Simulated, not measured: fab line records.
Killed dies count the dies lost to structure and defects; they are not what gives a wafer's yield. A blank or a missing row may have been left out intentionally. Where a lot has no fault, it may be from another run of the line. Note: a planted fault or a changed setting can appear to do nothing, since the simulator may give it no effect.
Chamber matching -- flow nand-harc -- 4 sister chambers for NHARC_A_BLC_DESCUM_15 on rie-diel-04
The step chemistry O2, time 3 s. 8 wafers are shown with their chamber, then 7 later ones without.

WAFERS, EACH WITH ITS CHAMBER
wafer,chamber,drypump-motor-current-A (A),rf-vpp-V (V)
L521.6,1,6.2,57.2
L520.3,1,6.2,58.0
L522.4,0,5.5,56.9
L523.1,3,5.9,58.7
L523.3,2,5.4,58.0
L523.5,3,5.9,58.1
L533.1,2,5.5,56.5
L533.3,0,5.5,58.2

WAFERS WITHOUT THEIR CHAMBER
wafer,drypump-motor-current-A (A),rf-vpp-V (V)
L533.6,5.5,58.3
L538.1,5.9,58.1
L538.2,5.4,57.2
L538.3,5.4,58.2
L539.2,5.5,56.4
L539.3,5.9,58.5
L539.6,5.5,57.2

THE CHAMBER EACH PASSED THROUGH
wafer,from the rows above,in truth
L533.6,can't be placed: 0 or 2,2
L538.1,3,3
L538.2,can't be placed: 2 or 0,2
L538.3,can't be placed: 2 or 0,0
L539.2,can't be placed: 0 or 2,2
L539.3,3,3
L539.6,can't be placed: 0 or 2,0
Correctly placed: 2 of 7. Cannot be placed on the basis of these rows: 5; the candidates contain the true chamber in 5. Number placed wrongly: 0.
How it was worked out, from the rows above alone: a wafer's distance from a chamber is the root of the sum, over the readings, of the square of ((its reading less the chamber's mean) divided by the reading's scatter). The wafer belongs to the nearest chamber; if the next one is less than 2 further off, it can't be placed. A chamber's mean is the mean of its shown wafers. The scatter: take each reading less its chamber's mean, square it, sum over the shown wafers, divide by the number of wafers less the number of chambers, and take the root.
